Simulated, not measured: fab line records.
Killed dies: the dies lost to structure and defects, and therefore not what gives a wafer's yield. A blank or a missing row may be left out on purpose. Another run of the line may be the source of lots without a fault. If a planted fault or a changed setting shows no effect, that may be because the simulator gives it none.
fab line records	flow n5-finfet
[record] lots = 7	wafers = 21
route steps=1938 shown BEOL_M8@1362 BEOL_M9@1411 BEOL_M10@1486
start-h: hours from the record's first day to the start of the lot's first wafer shown	wait-h: hours from the lot's prior step to this one	" as in the row above	L1.1+2: several wafers, shown together as one row	- no value, or no start given	* or withheld: withheld	< > ~ a bound
route shown NAME@n: names a module that has steps shown in the file, with the first one's number in the route	usual: average and standard deviation across the fault-free wafers	same: alike in all rows	chamber/n: place in a boat	sites: readings site by site	_std_site: standard deviation of those values	_edge_site: the outer-site mean with the inner-site mean subtracted	radius-mm: how far each site lies from the wafer's centre	mask NAME#n: copy n	behind: the most recent tool/chamber to have shaped the wafer	hold: why the lot was held/for how many hours/how that ended	device: names the non-switching transistor (n, p or np)	end of line: the same wafers' tests at the end of the route	step lacking rows: just its recipe	killed: dies lost to structure and defects at the first sort, not the wafer's yield	map: shows each die of a wafer: x if killed, . if not, _ if none is there
set.NAME: the setting as run; set.NAME@STEP: as run at that earlier step	model.NAME: the simulator's own value behind a step, which no gauge read
lots with deliberately changed settings; one table per step, one row per wafer
[[steps]]
[step N5_BEOL_M8_EXPOSE_25]
[recipe] mask-id = V7	na = 0.33	source-shape = annular	sigma-inner = 0.4	sigma-outer = 0.8	polarization = unpolarized	target-cd-nm = 40	dose-mj = 42.5
lot.wafer	tool	chamber	start-h	wait-h	mask	set.dose-mj
L077.1+2+3	euv-scanner-01	0	213.14	-	V7#0	42.5
L081.1+4+5	euv-scanner-01	0	233.67	-	V7#0	42.5
L084.4	euv-scanner-01	0	243.85	-	V7#0	42.5
L084.5+6	"	0	"	"	V7#0	44.95
L086.1	euv-scanner-01	0	264.42	-	V7#0	44.81
L086.3+5	"	0	"	"	V7#0	42.5
L088.4+6	euv-scanner-01	0	276.44	-	V7#0	44.09
L088.5	"	0	"	"	V7#0	42.5
L091.1+2+5	euv-scanner-02	0	284.59	-	V7#0	42.5
L094.1	euv-scanner-01	0	301.59	-	V7#0	42.5
L094.3+5	"	0	"	"	V7#0	44.73
[step N5_BEOL_M8_PEB_26]
[recipe] peb-temp-c = 100	peb-time-s = 60	resist = CAR-EUV
[step N5_BEOL_M8_DEVELOP_27]
[recipe] develop-time-s = 30	developer = TMAH	resist = CAR-EUV	rinse-liquid = surfactant-rinse	dry = air-spin	dev-temp-c = 23
[step N5_BEOL_M8_CD_MEAS_28]
[recipe] target-cd-nm = 40	landing-energy-ev = 500	detector = se-inlens
[usual] cd-nm = 40.05/0.25
lot.wafer	tool	chamber	start-h	wait-h	set.dose-mj@BEOL_M8_EXPOSE_25	cd-nm
L077.1	cd-sem-02	0	213.27	-	42.5	39.96
L077.2	"	0	"	"	42.5	40.09
L077.3	"	0	"	"	42.5	40.24
L081.1	cd-sem-02	0	233.80	-	42.5	39.47
L081.4	"	0	"	"	42.5	39.91
L081.5	"	0	"	"	42.5	39.81
L084.4	cd-sem-02	0	243.96	-	42.5	40.38
L084.5	"	0	"	"	44.95	41.75
L084.6	"	0	"	"	44.95	41.37
L086.1	cd-sem-03	0	264.55	-	44.81	40.96
L086.3	"	0	"	"	42.5	40.08
L086.5	"	0	"	"	42.5	39.43
L088.4	cd-sem-02	0	276.56	-	44.09	40.52
L088.5	"	0	"	"	42.5	39.94
L088.6	"	0	"	"	44.09	40.81
L091.1	cd-sem-01	0	284.73	-	42.5	40.21
L091.2	"	0	"	"	42.5	40.28
L091.5	"	0	"	"	42.5	40.18
L094.1	cd-sem-03	0	301.72	-	42.5	39.78
L094.3	"	0	"	"	44.73	41.00
L094.5	"	0	"	"	44.73	41.34
[step N5_BEOL_M8_DESCUM_33]
[recipe] chemistry = O2	time-s = 7	source-power-w = 50	bias-power-w = 20	pressure-mtorr = 20	rf-frequency-hz = 2.712e+07	temp-c = 40	resist = CAR-EUV	o2-flow-sccm = 225
lot.wafer	tool	chamber	start-h	wait-h	set.time-s	set.dose-mj@BEOL_M8_EXPOSE_25	model.BEOL_M8.cd-nm	model.CAR-EUV_of_BEOL_M8_COAT_22.thk-nm
L077.1	rie-diel-04	2	213.44	0.1	5.49	42.5	39.8	27
L077.2	"	3	"	"	5.49	42.5	40	26.8
L077.3	"	1	"	"	7	42.5	40.2	26
L081.1	rie-diel-02	1	233.92	0.0	7	42.5	39.8	26
L081.4	"	3	"	"	6.406	42.5	40	26.2
L081.5	"	0	"	"	6.406	42.5	39.6	26.4
L084.4	rie-diel-02	2	244.08	0.0	7	42.5	40.4	26
L084.5	"	2	"	"	7.522	44.95	41.4	25.8
L084.6	"	3	"	"	7	44.95	41.4	26
L086.1	rie-diel-04	1	264.67	0.0	7	44.81	40.8	26.2
L086.3	"	0	"	"	7	42.5	40	26.4
L086.5	"	1	"	"	6.546	42.5	39.8	26.6
L088.4	rie-diel-02	1	276.94	0.3	7	44.09	40.8	26
L088.5	"	0	"	"	7	42.5	39.8	26.2
L088.6	"	3	"	"	7	44.09	40.8	26.2
L091.1	rie-diel-04	1	284.85	0.0	7	42.5	40.2	26.2
L091.2+5	"	0	"	"	7	42.5	40.2	26.4
L094.1	rie-diel-06	2	302.09	0.3	7	42.5	39.8	26.2
L094.3	"	1	"	"	6.131	44.73	40.8	26.6
L094.5	"	2	"	"	7	44.73	41	26.2
[step N5_BEOL_M8_ETCH_72]
[recipe] chemistry = N2/H2	target = underlayer	target-depth-a = 65	mask-material = CAR-EUV	time-s = 5.2	ion-energy-ev = 200	pressure-mtorr = 30	source-w = 840	bias-w = 150	n2-flow-sccm = 200	h2-flow-sccm = 200	ends = cleared
lot.wafer	tool	chamber	start-h	wait-h	set.dose-mj@BEOL_M8_EXPOSE_25	set.time-s@BEOL_M8_DESCUM_33	model.BEOL_M8.cd-nm	model.CAR-EUV_of_BEOL_M8_COAT_22.thk-nm
L077.1	rie-diel-04	2	213.48	0.0	42.5	5.49	39.8	21.2
L077.2	"	3	"	"	42.5	5.49	40	21.2
L077.3	"	1	"	"	42.5	7	40.2	20.4
L081.1	rie-diel-02	1	233.96	0.0	42.5	7	39.8	20.2
L081.4	"	3	"	"	42.5	6.406	40	20.4
L081.5	"	0	"	"	42.5	6.406	39.6	20.6
L084.4	rie-diel-02	2	244.12	0.0	42.5	7	40.2	20.4
L084.5	"	2	"	"	44.95	7.522	41.4	20
L084.6	"	3	"	"	44.95	7	41.4	20.2
L086.1	rie-diel-04	1	264.71	0.0	44.81	7	40.8	20.6
L086.3	"	0	"	"	42.5	7	40	20.6
L086.5	"	1	"	"	42.5	6.546	39.8	20.8
L088.4	rie-diel-02	1	276.97	0.0	44.09	7	40.8	20.2
L088.5	"	0	"	"	42.5	7	39.8	20.4
L088.6	"	3	"	"	44.09	7	40.8	20.4
L091.1	rie-diel-04	1	284.88	0.0	42.5	7	40.2	20.4
L091.2	"	0	"	"	42.5	7	40.4	20.6
L091.5	"	0	"	"	42.5	7	40.2	20.6
L094.1	rie-diel-06	2	302.12	0.0	42.5	7	39.8	20.6
L094.3	"	1	"	"	44.73	6.131	40.8	20.8
L094.5	"	2	"	"	44.73	7	41	20.4
[step N5_BEOL_M8_ETCH_65]
[recipe] chemistry = CF4	target = SiARC	target-depth-a = 156	mask-material = CAR-EUV	time-s = 26	ion-energy-ev = 80	pressure-mtorr = 40	source-w = 545	bias-w = 36	Ar_flow_sccm = 100	cf4-flow-sccm = 100	ends = cleared
lot.wafer	tool	chamber	start-h	wait-h	set.time-s@BEOL_M8_DESCUM_33	model.CAR-EUV_of_BEOL_M8_COAT_22.thk-nm
L077.1+2	rie-diel-04	2,3	213.49	0.0	5.49	12
L077.3	"	1	"	"	7	11.2
L081.1	rie-diel-02	1	233.97	0.0	7	11
L081.4	"	3	"	"	6.406	11.2
L081.5	"	0	"	"	6.406	11.4
L084.4+6	rie-diel-02	2,3	244.13	0.0	7	11
L084.5	"	2	"	"	7.522	10.8
L086.1	rie-diel-04	1	264.72	0.0	7	11.2
L086.3	"	0	"	"	7	11.4
L086.5	"	1	"	"	6.546	11.6
L088.4	rie-diel-02	1	276.99	0.0	7	11
L088.5+6	"	0,3	"	"	7	11.2
L091.1+2+5	rie-diel-04	1,0,0	284.90	0.0	7	11.4
L094.1+5	rie-diel-06	2	302.14	0.0	7	11.2
L094.3	"	1	"	"	6.131	11.6
[step N5_BEOL_M9_EXPOSE_08]
[recipe] mask-id = M9	na = 1.35	source-shape = dipole	sigma-inner = 0.411	sigma-outer = 0.611	polarization = te	dose-mj = 53.75
lot.wafer	tool	chamber	start-h	wait-h	mask	set.dose-mj
L077.1+2+3	arfi-scanner-01	0	218.30	-	M9#0	53.75
L081.1+5	arfi-scanner-01	0	241.71	-	M9#0	55.21
L081.4	"	0	"	"	M9#0	53.75
L084.4+5+6	arfi-scanner-02	0	250.00	-	M9#0	53.75
L086.1+5	arfi-scanner-03	0	270.39	-	M9#0	50.04
L086.3	"	0	"	"	M9#0	53.75
L088.4+5	arfi-scanner-01	0	282.88	-	M9#0	56.2
L088.6	"	0	"	"	M9#0	53.75
L091.1+2+5	arfi-scanner-02	0	291.22	-	M9#0	53.75
L094.1+3+5	arfi-scanner-02	0	306.70	-	M9#0	53.75
[step N5_BEOL_M9_PEB_09]
[recipe] peb-temp-c = withheld	peb-time-s = 60	resist = CAR-ArF
[step N5_BEOL_M9_DEVELOP_10]
[recipe] develop-time-s = 30	developer = TMAH	resist = CAR-ArF	rinse-liquid = diw	dry = air-spin	dev-temp-c = 23
[step N5_BEOL_M9_CD_MEAS_11]
[recipe] target-cd-nm = 64.1	landing-energy-ev = 500	detector = se-inlens	polarity = opening
[usual] cd-nm = 64.1/0.58
lot.wafer	tool	chamber	start-h	wait-h	set.dose-mj@BEOL_M9_EXPOSE_08	cd-nm
L077.1	cd-sem-02	0	218.42	-	53.75	65.3
L077.2	"	0	"	"	53.75	64.7
L077.3	"	0	"	"	53.75	64.6
L081.1	cd-sem-03	0	241.83	-	55.21	66.3
L081.4	"	0	"	"	53.75	65.0
L081.5	"	0	"	"	55.21	66.0
L084.4	cd-sem-02	0	250.11	-	53.75	64.7
L084.5	"	0	"	"	53.75	64.0
L084.6	"	0	"	"	53.75	65.0
L086.1	cd-sem-01	0	270.51	-	50.04	60.8
L086.3	"	0	"	"	53.75	64.4
L086.5	"	0	"	"	50.04	60.8
L088.4	cd-sem-01	0	282.99	-	56.2	66.6
L088.5	"	0	"	"	56.2	66.3
L088.6	"	0	"	"	53.75	64.8
L091.1	cd-sem-02	0	291.35	-	53.75	63.8
L091.2	"	0	"	"	53.75	63.6
L091.5	"	0	"	"	53.75	62.9
L094.1	cd-sem-02	0	306.83	-	53.75	63.8
L094.3	"	0	"	"	53.75	63.8
L094.5	"	0	"	"	53.75	63.8
[step N5_BEOL_M9_DESCUM_16]
[recipe] chemistry = O2	time-s = 7.9	source-power-w = 50	bias-power-w = 20	pressure-mtorr = 20	rf-frequency-hz = 2.712e+07	temp-c = 40	resist = CAR-ArF	o2-flow-sccm = 225
lot.wafer	tool	chamber	start-h	wait-h	set.time-s	model.CAR-ArF_of_BEOL_M9_COAT_05.thk-nm
L077.1+3	rie-diel-01	1,2	218.51	0.0	9.46	82.6
L077.2	"	0	"	"	7.9	83.6
L081.1	rie-diel-03	2	241.93	0.0	6.867	84.4
L081.4	"	0	"	"	7.9	84.2
L081.5	"	3	"	"	6.867	84.8
L084.4	rie-diel-03	2	250.21	0.0	9.103	82.2
L084.5+6	"	1,0	"	"	7.9	83.2
L086.1+3+5	rie-diel-05	2,1,3	270.60	0.0	8.666	83.2
L088.4+5	rie-diel-03	1,0	283.09	0.0	7.9	83.4
L088.6	"	3	"	"	8.549	83
L091.1	rie-diel-05	2	291.44	0.0	7.9	83.6
L091.2+5	"	0,1	"	"	7.9	83.2
L094.1+3	rie-diel-05	1,2	307.11	0.2	7.9	83.2
L094.5	"	3	"	"	7.271	83.8
[step N5_BEOL_M9_ETCH_61]
[recipe] chemistry = CF4	target = SiARC	target-depth-a = 390	mask-material = CAR-ArF	time-s = 65	ion-energy-ev = 80	pressure-mtorr = 40	source-w = 545	bias-w = 36	Ar_flow_sccm = 100	cf4-flow-sccm = 100	ends = cleared
lot.wafer	tool	chamber	start-h	wait-h	set.dose-mj@BEOL_M9_EXPOSE_08	set.time-s@BEOL_M9_DESCUM_16	model.CAR-ArF_of_BEOL_M9_COAT_05.thk-nm	model.BEOL_M9.cd-offset-nm
L077.1	rie-diel-01	1	218.55	0.0	53.75	9.46	54.6	1.6
L077.2	"	0	"	"	53.75	7.9	55.4	0.2
L077.3	"	2	"	"	53.75	9.46	54.6	0.6
L081.1	rie-diel-03	2	241.96	0.0	55.21	6.867	56.4	1.8
L081.4	"	0	"	"	53.75	7.9	56.2	0.4
L081.5	"	3	"	"	55.21	6.867	56.8	1.8
L084.4	rie-diel-03	2	250.26	0.0	53.75	9.103	54.2	0.8
L084.5	"	1	"	"	53.75	7.9	55.4	0
L084.6	"	0	"	"	53.75	7.9	55.2	0.8
L086.1	rie-diel-05	2	270.63	0.0	50.04	8.666	55.4	-2.8
L086.3	"	1	"	"	53.75	8.666	55.2	0.6
L086.5	"	3	"	"	50.04	8.666	55.2	-3.4
L088.4+5	rie-diel-03	1,0	283.12	0.0	56.2	7.9	55.4	2.4
L088.6	"	3	"	"	53.75	8.549	54.8	0.8
L091.1	rie-diel-05	2	291.47	0.0	53.75	7.9	55.6	-0.2
L091.2	"	0	"	"	53.75	7.9	55.4	-0.6
L091.5	"	1	"	"	53.75	7.9	55.4	-1
L094.1	rie-diel-05	1	307.14	0.0	53.75	7.9	55.4	-0.4
L094.3	"	2	"	"	53.75	7.9	55.4	0
L094.5	"	3	"	"	53.75	7.271	55.8	-0.6
[step N5_BEOL_M9_ETCH_62]
[recipe] chemistry = N2/H2	target = SOC	target-depth-a = 1100	overetch-a = 220	mask-material = SiARC	temp-c = 40	time-s = 165	ion-energy-ev = 200	pressure-mtorr = 30	source-w = 840	bias-w = 150	n2-flow-sccm = 200	h2-flow-sccm = 200
[step N5_BEOL_M9_STRIP_68]
[recipe] chemistry = N2/H2	temp-c = 40	n2-flow-sccm = 200	h2-flow-sccm = 200	rf-frequency-hz = 6e+07
[step N5_BEOL_M9_HM_OPEN_17]
[recipe] chemistry = Cl2/BCl3	target-depth-a = 200	overetch-a = 60	target = TiN	mask-material = SOC	ion-energy-ev = 150	pressure-mtorr = 10	icp-w = 1000	bias-w = 126	Cl2_flow_sccm = 53.25	bcl3-flow-sccm = 21.75	Ar_flow_sccm = 25
[step N5_BEOL_M9_STRIP_19]
[recipe] chemistry = O2	power-w = 400	temp-c = 40	pressure-mtorr = 30	rf-frequency-hz = 6e+07	bias-power-w = 0	overash-fraction = 0.2	o2-flow-sccm = 225
[step N5_BEOL_M9_CD_MEAS_18]
[recipe] pitch-nm = 140	target-cd-nm = 70
[usual] cd-nm = 70.0/0.67
lot.wafer	tool	chamber	start-h	wait-h	set.dose-mj@BEOL_M9_EXPOSE_08	cd-nm
L077.1	cd-sem-03	-	218.97	0.0	53.75	71.5
L077.2	"	-	"	"	53.75	70.2
L077.3	"	-	"	"	53.75	70.9
L081.1	cd-sem-03	-	242.40	0.0	55.21	72.3
L081.4	"	-	"	"	53.75	70.5
L081.5	"	-	"	"	55.21	71.8
L084.4	cd-sem-01	-	250.65	0.1	53.75	70.6
L084.5	"	-	"	"	53.75	70.1
L084.6	"	-	"	"	53.75	70.6
L086.1	cd-sem-01	-	271.06	0.1	50.04	67.5
L086.3	"	-	"	"	53.75	70.7
L086.5	"	-	"	"	50.04	66.5
L088.4	cd-sem-01	-	283.57	0.1	56.2	71.8
L088.5	"	-	"	"	56.2	72.1
L088.6	"	-	"	"	53.75	70.6
L091.1	cd-sem-02	-	291.90	0.0	53.75	69.8
L091.2	"	-	"	"	53.75	69.5
L091.5	"	-	"	"	53.75	68.7
L094.1	cd-sem-02	-	307.56	0.0	53.75	69.4
L094.3	"	-	"	"	53.75	70.1
L094.5	"	-	"	"	53.75	69.3
[step N5_BEOL_M9_COAT_63]
[recipe] resist = SOC	temp-c = 250	time-s = 60	spin-rpm = 1500	resist-thk-nm = 60
[step N5_BEOL_M9_COAT_64]
[recipe] resist = SiARC	temp-c = 220	time-s = 60	spin-rpm = 1500	resist-thk-nm = 12
[step N5_BEOL_M9_PRECLEAN_42]
[recipe] chemistry = residue-remover	time-s = 60	temp-c = 40
[step N5_BEOL_M9_SRD_43]
[recipe] time-s = 30	temp-c = 23	rinse-liquid = diw	dry = ipa-marangoni
[step N5_BEOL_M9_CD_MEAS_35]
[recipe] target-cd-nm = 70	target-cd-y-nm = 40	polarity = opening
[usual] cd-nm = 70.0/0.65
lot.wafer	tool	chamber	start-h	wait-h	set.dose-mj@BEOL_M9_EXPOSE_08	cd-nm
L077.1	cd-sem-03	-	221.65	0.0	53.75	71.9
L077.2	"	-	"	"	53.75	70.2
L077.3	"	-	"	"	53.75	71.2
L081.1	cd-sem-02	-	244.54	0.0	55.21	72.1
L081.4	"	-	"	"	53.75	70.7
L081.5	"	-	"	"	55.21	72.1
L084.4	cd-sem-03	-	252.79	0.0	53.75	70.5
L084.5	"	-	"	"	53.75	69.9
L084.6	"	-	"	"	53.75	70.8
L086.1	cd-sem-02	-	272.10	0.0	50.04	67.7
L086.3	"	-	"	"	53.75	70.8
L086.5	"	-	"	"	50.04	66.5
L088.4	cd-sem-02	-	284.80	0.0	56.2	72.3
L088.5	"	-	"	"	56.2	72.0
L088.6	"	-	"	"	53.75	70.5
L091.1	cd-sem-03	-	293.88	0.0	53.75	70.0
L091.2	"	-	"	"	53.75	69.5
L091.5	"	-	"	"	53.75	69.2
L094.1	cd-sem-02	-	308.92	0.0	53.75	69.5
L094.3	"	-	"	"	53.75	70.3
L094.5	"	-	"	"	53.75	69.2
[step N5_BEOL_M10_DESCUM_16]
[recipe] chemistry = O2	time-s = 7.9	source-power-w = 50	bias-power-w = 20	pressure-mtorr = 20	rf-frequency-hz = 2.712e+07	temp-c = 40	resist = CAR-ArF	o2-flow-sccm = 225
lot.wafer	tool	chamber	start-h	wait-h	set.time-s	model.CAR-ArF_of_BEOL_M10_COAT_05.thk-nm
L077.1	rie-diel-02	1	226.68	0.9	6.221	84.4
L077.2	"	3	"	"	7.9	83.8
L077.3	"	2	"	"	7.9	83.6
L081.1+5	rie-diel-06	2,0	250.12	0.0	7.9	83.4
L081.4	"	2	"	"	7.9	83.6
L084.4	rie-diel-02	3	258.60	0.0	6.764	84.2
L084.5	"	1	"	"	7.9	83.4
L084.6	"	2	"	"	6.764	84
L086.1	rie-diel-06	3	276.25	0.0	8.727	82.6
L086.3	"	1	"	"	7.9	83.4
L086.5	"	0	"	"	8.727	82.8
L088.4	rie-diel-02	3	290.75	0.0	7.9	83
L088.5	"	3	"	"	7.086	83.6
L088.6	"	0	"	"	7.086	83.8
L091.1	rie-diel-02	2	298.49	0.0	7.9	83.4
L091.2+5	"	0,1	"	"	7.9	83.2
L094.1	rie-diel-04	2	313.19	0.2	7.9	83.4
L094.3	"	0	"	"	8.563	83
L094.5	"	1	"	"	7.9	83.2
[step N5_BEOL_M10_ETCH_61]
[recipe] chemistry = CF4	target = SiARC	target-depth-a = 390	mask-material = CAR-ArF	time-s = 65	ion-energy-ev = 80	pressure-mtorr = 40	source-w = 545	bias-w = 36	Ar_flow_sccm = 100	cf4-flow-sccm = 100	ends = cleared
lot.wafer	tool	chamber	start-h	wait-h	set.time-s@BEOL_M10_DESCUM_16	model.CAR-ArF_of_BEOL_M10_COAT_05.thk-nm
L077.1	rie-diel-02	1	226.72	0.0	6.221	56.6
L077.2	"	3	"	"	7.9	55.8
L077.3	"	2	"	"	7.9	55.6
L081.1+5	rie-diel-06	2,0	250.15	0.0	7.9	55.6
L081.4	"	2	"	"	7.9	55.8
L084.4+6	rie-diel-02	3,2	258.63	0.0	6.764	56.2
L084.5	"	1	"	"	7.9	55.4
L086.1	rie-diel-06	3	276.29	0.0	8.727	54.8
L086.3	"	1	"	"	7.9	55.4
L086.5	"	0	"	"	8.727	55
L088.4	rie-diel-02	3	290.79	0.0	7.9	54.8
L088.5	"	3	"	"	7.086	55.4
L088.6	"	0	"	"	7.086	55.6
L091.1	rie-diel-02	2	298.53	0.0	7.9	55.6
L091.2+5	"	0,1	"	"	7.9	55.4
L094.1	rie-diel-04	2	313.22	0.0	7.9	55.6
L094.3	"	0	"	"	8.563	55
L094.5	"	1	"	"	7.9	55.4
[[key]]
[split] step = N5_BEOL_M8_EXPOSE_25	setting = dose-mj	stated = 42.5	by = wafer
[response] step = N5_BEOL_M8_CD_MEAS_28	reading = cd-nm	change = +0.224	per = 1%	r = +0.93
[response] step = N5_BEOL_M8_DESCUM_33	reading = model.BEOL_M8.cd-nm	change = +0.193	per = 1%	r = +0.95
[response] step = N5_BEOL_M8_ETCH_72	reading = model.BEOL_M8.cd-nm	change = +0.204	per = 1%	r = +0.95
[split] step = N5_BEOL_M8_DESCUM_33	setting = time-s	stated = 7	by = wafer
[response] step = N5_BEOL_M8_DESCUM_33	reading = model.CAR-EUV_of_BEOL_M8_COAT_22.thk-nm	change = -0.0385	per = 1%	r = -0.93
[response] step = N5_BEOL_M8_ETCH_72	reading = model.CAR-EUV_of_BEOL_M8_COAT_22.thk-nm	change = -0.0343	per = 1%	r = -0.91
[response] step = N5_BEOL_M8_ETCH_65	reading = model.CAR-EUV_of_BEOL_M8_COAT_22.thk-nm	change = -0.0357	per = 1%	r = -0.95
[split] step = N5_BEOL_M9_EXPOSE_08	setting = dose-mj	stated = 53.75	by = wafer
[response] step = N5_BEOL_M9_CD_MEAS_11	reading = cd-nm	change = +0.469	per = 1%	r = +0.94
[response] step = N5_BEOL_M9_ETCH_61	reading = model.BEOL_M9.cd-offset-nm	change = +0.483	per = 1%	r = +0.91
[response] step = N5_BEOL_M9_CD_MEAS_18	reading = cd-nm	change = +0.472	per = 1%	r = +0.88
[response] step = N5_BEOL_M9_CD_MEAS_35	reading = cd-nm	change = +0.49	per = 1%	r = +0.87
[split] step = N5_BEOL_M9_DESCUM_16	setting = time-s	stated = 7.9	by = wafer
[response] step = N5_BEOL_M9_DESCUM_16	reading = model.CAR-ArF_of_BEOL_M9_COAT_05.thk-nm	change = -0.0523	per = 1%	r = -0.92
[response] step = N5_BEOL_M9_ETCH_61	reading = model.CAR-ArF_of_BEOL_M9_COAT_05.thk-nm	change = -0.0497	per = 1%	r = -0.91
[split] step = N5_BEOL_M10_DESCUM_16	setting = time-s	stated = 7.9	by = wafer
[response] step = N5_BEOL_M10_DESCUM_16	reading = model.CAR-ArF_of_BEOL_M10_COAT_05.thk-nm	change = -0.0445	per = 1%	r = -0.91
[response] step = N5_BEOL_M10_ETCH_61	reading = model.CAR-ArF_of_BEOL_M10_COAT_05.thk-nm	change = -0.05	per = 1%	r = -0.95
